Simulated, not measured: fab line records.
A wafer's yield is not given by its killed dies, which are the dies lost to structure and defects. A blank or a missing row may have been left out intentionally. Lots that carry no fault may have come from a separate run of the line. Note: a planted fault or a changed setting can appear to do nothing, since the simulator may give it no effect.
Chamber matching :: flow nand-harc :: 4 sister chambers for NHARC_P_M1_DESCUM_14 on rie-diel-07
The step chemistry O2, time 3 s. 51 wafers are shown with their chamber, then 12 later ones without.

## WAFERS PAIRED WITH THEIR CHAMBERS
wafer: L074.2
chamber: 3
drypump-motor-current-A (A): 5.3
showerhead-plenum-p-Torr (Torr): 1.86
rf-vpp-V (V): 59.7

wafer: L074.3
chamber: 2
drypump-motor-current-A (A): 5.4
showerhead-plenum-p-Torr (Torr): 1.94
rf-vpp-V (V): 58.4

wafer: L074.6
chamber: 1
drypump-motor-current-A (A): 6.5
showerhead-plenum-p-Torr (Torr): 1.89
rf-vpp-V (V): 57.4

wafer: L076.2
chamber: 0
drypump-motor-current-A (A): 5.7
showerhead-plenum-p-Torr (Torr): 1.88
rf-vpp-V (V): 59.4

wafer: L076.3
chamber: 2
drypump-motor-current-A (A): 5.4
showerhead-plenum-p-Torr (Torr): 1.94
rf-vpp-V (V): 57.6

wafer: L076.4
chamber: 2
drypump-motor-current-A (A): 5.4
showerhead-plenum-p-Torr (Torr): 1.94
rf-vpp-V (V): 57.6

wafer: L075.3
chamber: 2
drypump-motor-current-A (A): 5.4
showerhead-plenum-p-Torr (Torr): 1.94
rf-vpp-V (V): 56.6

wafer: L075.5
chamber: 1
drypump-motor-current-A (A): 6.5
showerhead-plenum-p-Torr (Torr): 1.89
rf-vpp-V (V): 56.2

wafer: L075.6
chamber: 0
drypump-motor-current-A (A): 5.7
showerhead-plenum-p-Torr (Torr): 1.88
rf-vpp-V (V): 58.2

wafer: L080.2
chamber: 0
drypump-motor-current-A (A): 5.7
showerhead-plenum-p-Torr (Torr): 1.88
rf-vpp-V (V): 57.6

wafer: L080.4
chamber: 1
drypump-motor-current-A (A): 6.4
showerhead-plenum-p-Torr (Torr): 1.89
rf-vpp-V (V): 56.8

wafer: L080.6
chamber: 0
drypump-motor-current-A (A): 5.7
showerhead-plenum-p-Torr (Torr): 1.88
rf-vpp-V (V): 58.8

wafer: L081.2
chamber: 1
drypump-motor-current-A (A): 6.5
showerhead-plenum-p-Torr (Torr): 1.89
rf-vpp-V (V): 57.6

wafer: L081.3
chamber: 0
drypump-motor-current-A (A): 5.7
showerhead-plenum-p-Torr (Torr): 1.88
rf-vpp-V (V): 58.1

wafer: L081.5
chamber: 0
drypump-motor-current-A (A): 5.7
showerhead-plenum-p-Torr (Torr): 1.88
rf-vpp-V (V): 57.7

wafer: L083.2
chamber: 3
drypump-motor-current-A (A): 5.3
showerhead-plenum-p-Torr (Torr): 1.86
rf-vpp-V (V): 56.9

wafer: L083.4
chamber: 1
drypump-motor-current-A (A): 6.5
showerhead-plenum-p-Torr (Torr): 1.89
rf-vpp-V (V): 57.8

wafer: L083.5
chamber: 2
drypump-motor-current-A (A): 5.4
showerhead-plenum-p-Torr (Torr): 1.93
rf-vpp-V (V): 56.2

wafer: L084.2
chamber: 0
drypump-motor-current-A (A): 5.7
showerhead-plenum-p-Torr (Torr): 1.88
rf-vpp-V (V): 57.4

wafer: L084.4
chamber: 2
drypump-motor-current-A (A): 5.4
showerhead-plenum-p-Torr (Torr): 1.93
rf-vpp-V (V): 57.2

wafer: L084.6
chamber: 2
drypump-motor-current-A (A): 5.4
showerhead-plenum-p-Torr (Torr): 1.93
rf-vpp-V (V): 58.0

wafer: L085.2
chamber: 0
drypump-motor-current-A (A): 5.7
showerhead-plenum-p-Torr (Torr): 1.88
rf-vpp-V (V): 57.0

wafer: L085.3
chamber: 1
drypump-motor-current-A (A): 6.5
showerhead-plenum-p-Torr (Torr): 1.89
rf-vpp-V (V): 58.0

wafer: L085.4
chamber: 2
drypump-motor-current-A (A): 5.4
showerhead-plenum-p-Torr (Torr): 1.93
rf-vpp-V (V): 59.2

wafer: L086.3
chamber: 2
drypump-motor-current-A (A): 5.4
showerhead-plenum-p-Torr (Torr): 1.93
rf-vpp-V (V): 60.9

wafer: L086.4
chamber: 1
drypump-motor-current-A (A): 6.4
showerhead-plenum-p-Torr (Torr): 1.89
rf-vpp-V (V): 58.3

wafer: L086.6
chamber: 3
drypump-motor-current-A (A): 5.3
showerhead-plenum-p-Torr (Torr): 1.86
rf-vpp-V (V): 55.6

wafer: L088.3
chamber: 0
drypump-motor-current-A (A): 5.7
showerhead-plenum-p-Torr (Torr): 1.88
rf-vpp-V (V): 56.5

wafer: L088.4
chamber: 2
drypump-motor-current-A (A): 5.4
showerhead-plenum-p-Torr (Torr): 1.93
rf-vpp-V (V): 57.3

wafer: L088.6
chamber: 3
drypump-motor-current-A (A): 5.3
showerhead-plenum-p-Torr (Torr): 1.86
rf-vpp-V (V): 58.0

wafer: L089.1
chamber: 1
drypump-motor-current-A (A): 6.4
showerhead-plenum-p-Torr (Torr): 1.89
rf-vpp-V (V): 57.9

wafer: L089.2
chamber: 2
drypump-motor-current-A (A): 5.4
showerhead-plenum-p-Torr (Torr): 1.93
rf-vpp-V (V): 58.1

wafer: L089.6
chamber: 1
drypump-motor-current-A (A): 6.5
showerhead-plenum-p-Torr (Torr): 1.89
rf-vpp-V (V): 57.9

wafer: L089.3
chamber: 0
drypump-motor-current-A (A): 5.7
showerhead-plenum-p-Torr (Torr): 1.88
rf-vpp-V (V): 57.2

wafer: L089.4
chamber: 3
drypump-motor-current-A (A): 5.3
showerhead-plenum-p-Torr (Torr): 1.86
rf-vpp-V (V): 56.1

wafer: L089.5
chamber: 2
drypump-motor-current-A (A): 5.4
showerhead-plenum-p-Torr (Torr): 1.93
rf-vpp-V (V): 57.4

wafer: L090.2
chamber: 0
drypump-motor-current-A (A): 5.7
showerhead-plenum-p-Torr (Torr): 1.88
rf-vpp-V (V): 58.5

wafer: L090.3
chamber: 2
drypump-motor-current-A (A): 5.4
showerhead-plenum-p-Torr (Torr): 1.93
rf-vpp-V (V): 57.7

wafer: L090.5
chamber: 2
drypump-motor-current-A (A): 5.4
showerhead-plenum-p-Torr (Torr): 1.93
rf-vpp-V (V): 60.0

wafer: L092.4
chamber: 3
drypump-motor-current-A (A): 5.3
showerhead-plenum-p-Torr (Torr): 1.86
rf-vpp-V (V): 56.6

wafer: L092.5
chamber: 2
drypump-motor-current-A (A): 5.4
showerhead-plenum-p-Torr (Torr): 1.93
rf-vpp-V (V): 58.4

wafer: L092.6
chamber: 3
drypump-motor-current-A (A): 5.3
showerhead-plenum-p-Torr (Torr): 1.85
rf-vpp-V (V): 58.1

wafer: L093.1
chamber: 2
drypump-motor-current-A (A): 5.4
showerhead-plenum-p-Torr (Torr): 1.93
rf-vpp-V (V): 58.7

wafer: L093.2
chamber: 0
drypump-motor-current-A (A): 5.7
showerhead-plenum-p-Torr (Torr): 1.88
rf-vpp-V (V): 56.7

wafer: L093.3
chamber: 1
drypump-motor-current-A (A): 6.5
showerhead-plenum-p-Torr (Torr): 1.89
rf-vpp-V (V): 56.3

wafer: L093.4
chamber: 3
drypump-motor-current-A (A): 5.3
showerhead-plenum-p-Torr (Torr): 1.85
rf-vpp-V (V): 56.0

wafer: L093.5
chamber: 1
drypump-motor-current-A (A): 6.5
showerhead-plenum-p-Torr (Torr): 1.89
rf-vpp-V (V): 57.7

wafer: L093.6
chamber: 0
drypump-motor-current-A (A): 5.7
showerhead-plenum-p-Torr (Torr): 1.88
rf-vpp-V (V): 58.0

wafer: L094.1
chamber: 3
drypump-motor-current-A (A): 5.3
showerhead-plenum-p-Torr (Torr): 1.85
rf-vpp-V (V): 56.1

wafer: L094.2
chamber: 0
drypump-motor-current-A (A): 5.7
showerhead-plenum-p-Torr (Torr): 1.88
rf-vpp-V (V): 57.9

wafer: L094.4
chamber: 2
drypump-motor-current-A (A): 5.4
showerhead-plenum-p-Torr (Torr): 1.93
rf-vpp-V (V): 57.6

SIGNATURES (means of the wafers above)
reading: drypump-motor-current-A
chamber 0: 5.700
chamber 1: 6.473
chamber 2: 5.400
chamber 3: 5.300
scatter within a chamber: 0.0215

reading: showerhead-plenum-p-Torr
chamber 0: 1.8800
chamber 1: 1.8900
chamber 2: 1.9324
chamber 3: 1.8567
scatter within a chamber: 0.00328

reading: rf-vpp-V
chamber 0: 57.786
chamber 1: 57.445
chamber 2: 58.053
chamber 3: 57.011
scatter within a chamber: 1.03
Rule: for each reading, subtract the chamber's mean from the wafer's reading, divide by that reading's scatter and square the result; add these up over the readings and take the root, which gives the wafer's distance from the chamber. The wafer belongs to the nearest chamber; if the next one is less than 2 further off, it can't be placed. The scatter: take each reading less its chamber's mean, square it, sum over the shown wafers, divide by the number of wafers less the number of chambers, and take the root.

## WAFERS WITHOUT THEIR CHAMBER
wafer: L094.3
drypump-motor-current-A (A): 6.5
showerhead-plenum-p-Torr (Torr): 1.89
rf-vpp-V (V): 58.2

wafer: L094.5
drypump-motor-current-A (A): 5.4
showerhead-plenum-p-Torr (Torr): 1.93
rf-vpp-V (V): 58.4

wafer: L094.6
drypump-motor-current-A (A): 5.3
showerhead-plenum-p-Torr (Torr): 1.85
rf-vpp-V (V): 58.5

wafer: L095.2
drypump-motor-current-A (A): 5.3
showerhead-plenum-p-Torr (Torr): 1.85
rf-vpp-V (V): 57.7

wafer: L095.5
drypump-motor-current-A (A): 5.4
showerhead-plenum-p-Torr (Torr): 1.93
rf-vpp-V (V): 58.4

wafer: L095.6
drypump-motor-current-A (A): 5.3
showerhead-plenum-p-Torr (Torr): 1.85
rf-vpp-V (V): 57.6

wafer: L096.1
drypump-motor-current-A (A): 5.3
showerhead-plenum-p-Torr (Torr): 1.85
rf-vpp-V (V): 57.5

wafer: L096.4
drypump-motor-current-A (A): 5.7
showerhead-plenum-p-Torr (Torr): 1.88
rf-vpp-V (V): 57.9

wafer: L096.6
drypump-motor-current-A (A): 5.7
showerhead-plenum-p-Torr (Torr): 1.88
rf-vpp-V (V): 57.0

wafer: L096.2
drypump-motor-current-A (A): 5.4
showerhead-plenum-p-Torr (Torr): 1.93
rf-vpp-V (V): 56.7

wafer: L096.3
drypump-motor-current-A (A): 6.4
showerhead-plenum-p-Torr (Torr): 1.89
rf-vpp-V (V): 56.2

wafer: L096.5
drypump-motor-current-A (A): 6.5
showerhead-plenum-p-Torr (Torr): 1.89
rf-vpp-V (V): 57.4

## CHAMBER TAKEN BY EACH
wafer: L094.3
from the rows above: 1
in truth: 1

wafer: L094.5
from the rows above: 2
in truth: 2

wafer: L094.6
from the rows above: 3
in truth: 3

wafer: L095.2
from the rows above: 3
in truth: 3

wafer: L095.5
from the rows above: 2
in truth: 2

wafer: L095.6
from the rows above: 3
in truth: 3

wafer: L096.1
from the rows above: 3
in truth: 3

wafer: L096.4
from the rows above: 0
in truth: 0

wafer: L096.6
from the rows above: 0
in truth: 0

wafer: L096.2
from the rows above: 2
in truth: 2

wafer: L096.3
from the rows above: 1
in truth: 1

wafer: L096.5
from the rows above: 1
in truth: 1
Placed correctly: 12 of 12. From these rows, 0 cannot be placed. Wrongly placed: 0.
